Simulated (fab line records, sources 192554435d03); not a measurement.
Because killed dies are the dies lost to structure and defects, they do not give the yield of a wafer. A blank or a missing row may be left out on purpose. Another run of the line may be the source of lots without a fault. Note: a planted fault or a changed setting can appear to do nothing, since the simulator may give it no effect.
Problem report in the 8D (eight disciplines) form, filled by code :: flow n5Finfet :: the parts of the form that need people (team, actions taken, sign-off) are left out

## 1. THE ISSUE
Wafers without a fault read 59.0 nm, standard deviation 1.2; thkNm at N5_SD_EPI_N_EPI_MEAS_23 reads a mean of 77.0 nm on 3 wafers belonging to 3 lots. Measured from the usual mean, that is +15 standard deviations.
First seen on wafer L836.1, day 4 21:51, on filmMetro-01. The record holds 22 wafers of 8 lots with a number at this step. By rule, "out" or "out of limits" means more than 4 standard deviations away from the usual mean. The rest of the wafers with a number are treated as sound.

## 2. WHAT IT IS AND WHAT IT IS NOT
question: which readings at this step
is: thkNm
is not: -

question: which lots
is: L836, L839, L841
is not: L831, L842, L851, L852, L853

question: which wafers of those lots
is: L836.1, L839.2, L841.2
is not: L836.3, L839.5, L839.6, L841.3

question: read on which gauges
is: filmMetro-01, filmMetro-02
is not: -

question: when
is: from day 4 21:51
is not: up to then (4 sound wafers); but 15 sound wafers of L839, L841, L842, L851, L852, L853 came after

## 3. THE SUSPECTS, EACH WITH WHAT RULES IT OUT
Counting: any tool at a process step up to the reading remains a suspect provided it ran every lot that is out. Sound lots after the first of them don't rule it out here, since some wafers of a struck lot are sound.
- the gauge at N5_SD_EPI_N_EPI_MEAS_23 has been ruled out. 2 gauges (filmMetro-01, filmMetro-02) read the wafers that are out.
- epiRpcvd-03 at N5_SD_EPI_N_EPI_21 (deposits Si:P, time 690 s): kept. Ran every lot that is out, first one L836 (day 4 20:08); last sound lot up to then L831 (day 3 09:04).
The count leaves epiRpcvd-03 at N5_SD_EPI_N_EPI_21.

## 4. THE CAUSE (what the simulator had put in)
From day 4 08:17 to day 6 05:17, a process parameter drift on epiRpcvd-03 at N5_SD_EPI_N_EPI_21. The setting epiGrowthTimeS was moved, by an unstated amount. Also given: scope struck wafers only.
Counting left only this tool.

## 5. THE EFFECT CHAIN, in route order
Rows list readings where the struck wafers' mean (over those with a number) sits beyond 3 standard deviations from the usual. Only readings whose record carries a usual standard deviation are examined. hours: median over the lots of the time between each lot's start at the first step of this table that gives one and its start at this step. sigmas: the change, counted in usual standard deviations.
hours: 0
step: N5_SD_EPI_N_EPI_MEAS_23
reading: thkNm
usual: 59.0 nm
on struck wafers: 77.0
change: +18.0
sigmas: +15

hours: 6
step: N5_SD_ACTIVATION_RS_MEAS_03
reading: RS_SD_N
usual: 21.93 ohm/sq
on struck wafers: 16.97
change: -4.96
sigmas: -19

hours: 141
step: N5_BEOL_M4_RC_MEAS_101
reading: RS_SD_N
usual: 28.5 ohm/sq
on struck wafers: 22.0
change: -6.5
sigmas: -19

## 6. WHAT WOULD HAVE CAUGHT IT SOONER
In this record the first reading out of limits at a measuring or inspecting step was taken at day 4 21:51, 14 hours after the fault began at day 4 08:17.
Of the lots that are out (3), L839, L841 began N5_SD_EPI_N_EPI_21 on epiRpcvd-03 after day 4 21:51. A hold on the tool at that time would have spared those 2.
